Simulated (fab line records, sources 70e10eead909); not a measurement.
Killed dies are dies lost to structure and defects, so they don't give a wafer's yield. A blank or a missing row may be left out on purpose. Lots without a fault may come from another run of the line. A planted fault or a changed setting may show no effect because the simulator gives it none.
Which tool did it? | flow nand_harc | 12 lots, 36 wafers sampled, at 3 steps of a route of 1302

WHAT THE GAUGES READ, wafer by wafer
NHARC_A_SGD_CUT_OVL_MEAS_10.
lot  | measured     | on         | overlay_x_nm (nm)
L075 | day 19 09:44 | overlay-01 | -1.1 -0.3 -0.2
L077 | day 20 09:32 | overlay-02 | 0.5 0.5 0.3
L079 | day 20 22:03 | overlay-02 | -0.5 -0.2 -0.4
L081 | day 21 17:01 | overlay-02 | -0.6 -1.3 -0.7
L082 | day 22 23:31 | overlay-01 | -0.6 -1.6 -0.4
L085 | day 23 20:22 | overlay-02 | -1.4 -1.4 -1.0
L087 | day 25 01:31 | overlay-01 | 0.7 0.2 0.4
L089 | day 26 13:47 | overlay-02 | -0.6 -0.8 -0.2
L091 | day 26 19:30 | overlay-02 | 2.2 1.7 1.2
L093 | day 27 02:56 | overlay-01 | 1.1 1.2 1.5
L097 | day 28 08:56 | overlay-02 | 1.1 2.0 1.3
L095 | day 28 13:17 | overlay-02 | 0.5 -0.4 -0.2

WHICH TOOL RAN EACH LOT (tool, then ch and the chambers of the sampled wafers, then the start)
lot  | NHARC_A_STAIRCASE_DEP_325       | NHARC_A_STAIRCASE_CMP_450
L075 | pecvd-03 ch 0,1,2, day 18 17:50 | cmp-02 ch 0,1,3, day 19 07:04
L077 | pecvd-01 ch 1,2, day 19 17:50   | cmp-04 ch 0,1,3, day 20 06:50
L079 | pecvd-01 ch 0,2, day 20 04:01   | cmp-02 ch 0,1,2, day 20 19:17
L081 | pecvd-03 ch 0,2, day 20 21:31   | cmp-02 ch 2,3, day 21 14:07
L082 | pecvd-04 ch 1,2, day 22 03:32   | cmp-04 ch 0,3, day 22 20:49
L085 | pecvd-03 ch 0,1, day 23 03:22   | cmp-03 ch 0,2, day 23 17:32
L087 | pecvd-04 ch 1,2, day 24 05:48   | cmp-02 ch 0,2, day 24 22:46
L089 | pecvd-03 ch 0,1, day 25 15:34   | cmp-02 ch 0,2,3, day 26 11:08
L091 | pecvd-03 ch 0,1,2, day 26 01:44 | cmp-02 ch 1,2,3, day 26 16:52
L093 | pecvd-03 ch 0,2, day 26 08:52   | cmp-03 ch 0,1,2, day 27 00:11
L097 | pecvd-03 ch 0,1,2, day 27 13:37 | cmp-02 ch 1,2,3, day 28 06:12
L095 | pecvd-01 ch 1,2, day 27 21:29   | cmp-02 ch 0,1,2, day 28 10:38
- NHARC_A_STAIRCASE_DEP_325: deposits SiO2, target thk 7200 nm.
- NHARC_A_STAIRCASE_CMP_450: polishes SiO2, target thk 200 nm.

THE ANSWER, worked out from the rows above alone
Rule: what is usual is taken from the lots themselves. Put in order of their means at a reading, lots are off if they are a third of the lots or fewer, leave a main group of 4 or more, and stand apart from it by a gap of 3 or more times the standard deviation of the main group's means; of several such gaps the widest counts. A main group whose means are all the same, to the digits that the tables above print for the reading, isn't used. A lot without any number at a reading at which 4 lots or more have one is off too. The other lots that the step has rows for count as sound.
No lot is off at any reading shown: from this, nothing can be told.

WHAT THE SIMULATOR HAD PUT IN
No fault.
